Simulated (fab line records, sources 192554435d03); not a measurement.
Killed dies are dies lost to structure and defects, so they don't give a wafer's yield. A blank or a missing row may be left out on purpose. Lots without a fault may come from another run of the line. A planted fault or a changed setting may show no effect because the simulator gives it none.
Split-lot experiment | flow n5_finfet | 7 lots, 21 wafers read, on a route of 1938 steps

THE SPLIT
At N5_WELL_APT_COAT_19 (resist thk 950 nm), the setting spin_rpm was moved away from the recipe's 1357 rpm on 10 of the 21 wafers read, by -9.3% to +11.1%. The other wafers ran this setting at the recipe's value.

The reading is taken at the split's own step.

THE READING
coat_of_WELL_APT_COAT_19.thk_nm (the simulator's own value, which no gauge read), in nm, at N5_WELL_APT_COAT_19 (resist thk 950 nm). The file gives no usual value for it. The 11 wafers here that ran the recipe average 949.4 nm, standard deviation 2.1 nm.

wafer  | tool, chamber at the split | spin_rpm as run, rpm | against the recipe | coat_of_WELL_APT_COAT_19.thk_nm, nm | against lot-mates on the recipe
L074.2 | litho_track-01, 0          | 1357                 | recipe             | 948.5                               | -
L074.4 | litho_track-01, 0          | 1357                 | recipe             | 948.1                               | -
L074.6 | litho_track-01, 0          | 1357                 | recipe             | 947.4                               | -
L075.1 | litho_track-01, 0          | 1507                 | +11.1%             | 899                                 | -47.3
L075.3 | litho_track-01, 0          | 1357                 | recipe             | 946.3                               | -
L075.6 | litho_track-01, 0          | 1507                 | +11.1%             | 900                                 | -46.3
L077.3 | litho_track-02, 0          | 1306                 | -3.8%              | 964.5                               | +13.2
L077.4 | litho_track-02, 0          | 1357                 | recipe             | 951.3                               | -
L077.6 | litho_track-02, 0          | 1306                 | -3.8%              | 969.3                               | +18.0
L082.1 | litho_track-02, 0          | 1473                 | +8.5%              | 913.2                               | -34.7
L082.2 | litho_track-02, 0          | 1473                 | +8.5%              | 911.1                               | -36.8
L082.3 | litho_track-02, 0          | 1357                 | recipe             | 947.9                               | -
L086.2 | litho_track-01, 0          | 1357                 | recipe             | 948.3                               | -
L086.5 | litho_track-01, 0          | 1239                 | -8.7%              | 992.6                               | +44.3
L086.6 | litho_track-01, 0          | 1239                 | -8.7%              | 993.8                               | +45.5
L090.1 | litho_track-01, 0          | 1357                 | recipe             | 949.3                               | -
L090.3 | litho_track-01, 0          | 1231                 | -9.3%              | 996.6                               | +46.6
L090.5 | litho_track-01, 0          | 1357                 | recipe             | 950.8                               | -
L092.1 | litho_track-02, 0          | 1357                 | recipe             | 952.5                               | -
L092.4 | litho_track-02, 0          | 1472                 | +8.5%              | 914.4                               | -38.5
L092.5 | litho_track-02, 0          | 1357                 | recipe             | 953.2                               | -

THE FIT
A straight line over all 21 wafers: coat_of_WELL_APT_COAT_19.thk_nm changes by -4.65 nm for each +1% of spin_rpm; r = -1.00; the points scatter about the line by 2.4 nm.
The same after taking each lot's own level away (the mean of its wafers on the recipe; 21 wafers): -4.56 nm for each +1%; r = -1.00; scatter 2.4 nm.
On that fit, the largest move of spin_rpm shifts the reading by 50 nm.
The lots' own levels span 946.30 to 952.85 nm, that is 3.1 times the standard deviation above.
So the lot-to-lot level changes the slope little: the two slopes agree.
Check: with one of the wafers moved furthest among these (+11.1%) left out of the fit, the line predicts -49.6 nm for it against its lot-mates. It came out at -47.3 nm against them.

THE FILE'S OWN FIT
coat_of_WELL_APT_COAT_19.thk_nm changes by -4.58 nm for each +1% of spin_rpm, r = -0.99.
